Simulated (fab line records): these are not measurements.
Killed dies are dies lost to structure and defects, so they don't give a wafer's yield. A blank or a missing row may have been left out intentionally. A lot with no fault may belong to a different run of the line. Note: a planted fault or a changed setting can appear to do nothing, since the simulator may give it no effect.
Matching of chambers	flow nand-harc	NHARC_P_ZERO_WELL_DESCUM_54 on rie-diel-06: 4 sister chambers
The step chemistry O2, time 3 s. 4 wafers are shown with their chamber, then 7 later ones without.

== EACH WAFER AND ITS CHAMBER ==
wafer	chamber	showerhead-plenum-p-Torr (Torr)
L617.6	0	1.90
L618.6	1	1.92
L632.1	2	1.93
L632.2	3	1.86

== WAFERS WITHOUT THEIR CHAMBER ==
wafer	showerhead-plenum-p-Torr (Torr)
L632.5	1.92
L633.2	1.89
L633.4	1.86
L633.6	1.93
L634.1	1.86
L634.3	1.93
L634.5	1.86

== WHICH CHAMBER EACH WENT THROUGH ==
wafer	from the rows above	in truth
L632.5	1	1
L633.2	0	0
L633.4	3	3
L633.6	2	2
L634.1	3	3
L634.3	2	2
L634.5	3	3
Correctly placed: 7 of 7. Not placeable from these rows: 0. Wrongly placed: 0.
How it was worked out, from the rows above alone: a wafer's distance from a chamber is the root of the sum, over the readings, of the square of ((its reading less the chamber's mean) divided by the reading's scatter). If the next closest chamber is less than 2 further off than the closest, the wafer can't be placed; otherwise it belongs to the closest. For every chamber, the mean is computed from those of its wafers that are shown. The scatter: with one shown wafer a chamber, the root of the mean of the squares of how far each hidden wafer lies from its nearest shown one.
